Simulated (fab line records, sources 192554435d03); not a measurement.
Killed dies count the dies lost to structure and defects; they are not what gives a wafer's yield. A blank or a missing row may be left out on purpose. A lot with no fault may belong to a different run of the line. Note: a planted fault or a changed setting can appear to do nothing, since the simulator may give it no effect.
Matching of chambers + flow n5_finfet + N5_STI_FIN_REVEAL_ALD_00 on ald_sin-03 has 4 sister chambers
The step deposits SiO2, target thk 1 nm, pulse time 1 s. 4 wafers are shown with their chamber, then 7 later ones without.

== WAFERS, EACH WITH ITS CHAMBER ==
| wafer  | chamber | precursor_pulse_height_rel |
|--------|---------|----------------------------|
| L082.2 | 3       | 1.003                      |
| L089.2 | 2       | 1.012                      |
| L090.1 | 0       | 0.987                      |
| L090.5 | 1       | 1.001                      |

== WAFERS WHOSE CHAMBER IS MISSING ==
| wafer  | precursor_pulse_height_rel |
|--------|----------------------------|
| L090.6 | 0.986                      |
| L092.1 | 1.032                      |
| L092.2 | 0.985                      |
| L092.4 | 1.006                      |
| L095.1 | 0.977                      |
| L095.2 | 1.006                      |
| L095.4 | 1.022                      |

== WHICH CHAMBER EACH ONE RAN IN ==
| wafer  | from the rows above               | in truth |
|--------|-----------------------------------|----------|
| L090.6 | can't be placed: 0 or 1 or 3      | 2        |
| L092.1 | can't be placed: 2 or 3 or 1      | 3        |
| L092.2 | can't be placed: 0 or 1 or 3      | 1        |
| L092.4 | can't be placed: 3 or 1 or 2 or 0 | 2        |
| L095.1 | can't be placed: 0 or 1 or 3      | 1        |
| L095.2 | can't be placed: 3 or 1 or 2 or 0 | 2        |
| L095.4 | can't be placed: 2 or 3 or 1      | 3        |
Placed correctly: 0 of 7. Cannot be placed on the basis of these rows: 7; the candidates contain the true chamber in 6. 0 placed wrongly.
How it was worked out, from the rows above alone: a wafer's distance from a chamber is the root of the sum, over the readings, of the square of ((its reading less the chamber's mean) divided by the reading's scatter). The wafer belongs to the nearest chamber; if the next one is less than 2 further off, it can't be placed. A chamber's mean is the mean of its shown wafers. The scatter: with one shown wafer a chamber, the root of the mean of the squares of how far each hidden wafer lies from its nearest shown one.
